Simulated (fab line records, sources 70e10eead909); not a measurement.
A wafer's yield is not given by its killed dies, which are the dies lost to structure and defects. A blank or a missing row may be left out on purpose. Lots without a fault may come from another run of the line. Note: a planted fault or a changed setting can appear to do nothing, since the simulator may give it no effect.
Which tool is to blame? | flow nand-harc | 18 wafers from 6 lots sampled at 3 of the route's 1302 steps

WHAT THE GAUGES READ, wafer by wafer
NHARC_P_ZERO_WELL_CD_MEAS_37 targets a cd of 720 nm.
lot  | measured     | on        | cd-nm (nm)
L626 | day 2 10:15  | cd-sem-02 | 716.2 720.8 718.4
L629 | day 3 16:12  | cd-sem-03 | 721.1 719.2 722.0
L632 | day 4 22:16  | cd-sem-02 | 717.9 717.8 718.4
L636 | day 6 14:13  | cd-sem-03 | 722.6 721.9 719.3
L646 | day 10 18:01 | cd-sem-03 | 721.3 721.9 719.3
L648 | day 11 14:02 | cd-sem-03 | 716.0 721.0 720.0

EACH LOT AND THE TOOL THAT RAN IT (in order: tool; ch and the chambers of the sampled wafers; start)
lot  | NHARC_P_ZERO_WELL_ETCH_63        | NHARC_P_ZERO_WELL_EXPOSE_34
L626 | rie-si-05 ch 1,2, day 2 07:41    | krf-scanner-04 ch 0, day 2 10:06
L629 | rie-si-02 ch 0,2,3, day 3 13:38  | krf-scanner-03 ch 0, day 3 16:03
L632 | rie-si-05 ch 1,2,3, day 4 19:41  | krf-scanner-01 ch 0, day 4 22:07
L636 | rie-si-02 ch 0,1,2, day 6 11:40  | krf-scanner-04 ch 0, day 6 14:04
L646 | rie-si-02 ch 0,1,3, day 10 15:34 | krf-scanner-04 ch 0, day 10 17:52
L648 | rie-si-04 ch 0,1, day 11 11:35   | krf-scanner-04 ch 0, day 11 13:53
- NHARC_P_ZERO_WELL_ETCH_63: etches the open film in HBr/Cl2, target depth 120 nm, time 40.1 s.
- NHARC_P_ZERO_WELL_EXPOSE_34: exposes mask P PWELL, target cd 720 nm.

THE ANSWER, worked out from the rows above alone
Rule: usual is defined by the lots themselves. The widest of any qualifying gaps counts: lots, ordered by their means at a reading, are off when they make up no more than a third of the lots, leave a main group of 4 or more, and stand apart from it by 3 or more times the standard deviation of that group's means. A main group is skipped when, at the precision printed for the reading in the tables above, its means are all equal. A lot without any number at a reading at which 4 lots or more have one is off too. All remaining lots with rows at the step are treated as sound.
None of the lots is off at any reading shown; this tells nothing.

WHAT THE SIMULATOR HAD PUT IN
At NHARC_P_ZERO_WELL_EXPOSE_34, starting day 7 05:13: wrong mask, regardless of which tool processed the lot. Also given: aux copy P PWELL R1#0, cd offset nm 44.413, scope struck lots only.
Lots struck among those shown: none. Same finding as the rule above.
